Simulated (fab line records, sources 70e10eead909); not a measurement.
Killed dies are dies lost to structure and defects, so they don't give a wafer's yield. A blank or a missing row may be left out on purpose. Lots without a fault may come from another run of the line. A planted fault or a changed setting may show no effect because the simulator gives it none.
Chamber matching | flow nand_harc | NHARC_P_ZERO_WELL_DESCUM_13 on rie_diel-07: 4 sister chambers
The step chemistry O2, time 3 s. 4 wafers are shown with their chamber, then 7 later ones without.

WAFERS WITH THEIR CHAMBER
wafer  | chamber | showerhead_plenum_p_Torr (Torr)
L938.2 | 2       | 2.06
L938.5 | 1       | 1.83
L943.3 | 3       | 1.90
L943.4 | 0       | 1.85

WAFERS WITHOUT THEIR CHAMBER
wafer  | showerhead_plenum_p_Torr (Torr)
L943.5 | 1.90
L946.1 | 2.06
L946.4 | 1.84
L946.5 | 1.82
L951.2 | 1.82
L951.3 | 1.84
L951.5 | 1.89

WHICH CHAMBER EACH WENT THROUGH
wafer  | from the rows above     | in truth
L943.5 | 3                       | 3
L946.1 | 2                       | 2
L946.4 | can't be placed: 0 or 1 | 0
L946.5 | 1                       | 1
L951.2 | 1                       | 1
L951.3 | can't be placed: 0 or 1 | 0
L951.5 | 3                       | 3
Placed correctly: 5 of 7. Can't be placed from these rows: 2 (the true chamber is among the candidates in 2). Placed wrongly: 0.
How it was worked out, from the rows above alone: a wafer's distance from a chamber is the root of the sum, over the readings, of the square of ((its reading less the chamber's mean) divided by the reading's scatter). The wafer belongs to the nearest chamber; if the next one is less than 2 further off, it can't be placed. A chamber's mean is the mean of its shown wafers. The scatter: with one shown wafer a chamber, the root of the mean of the squares of how far each hidden wafer lies from its nearest shown one.
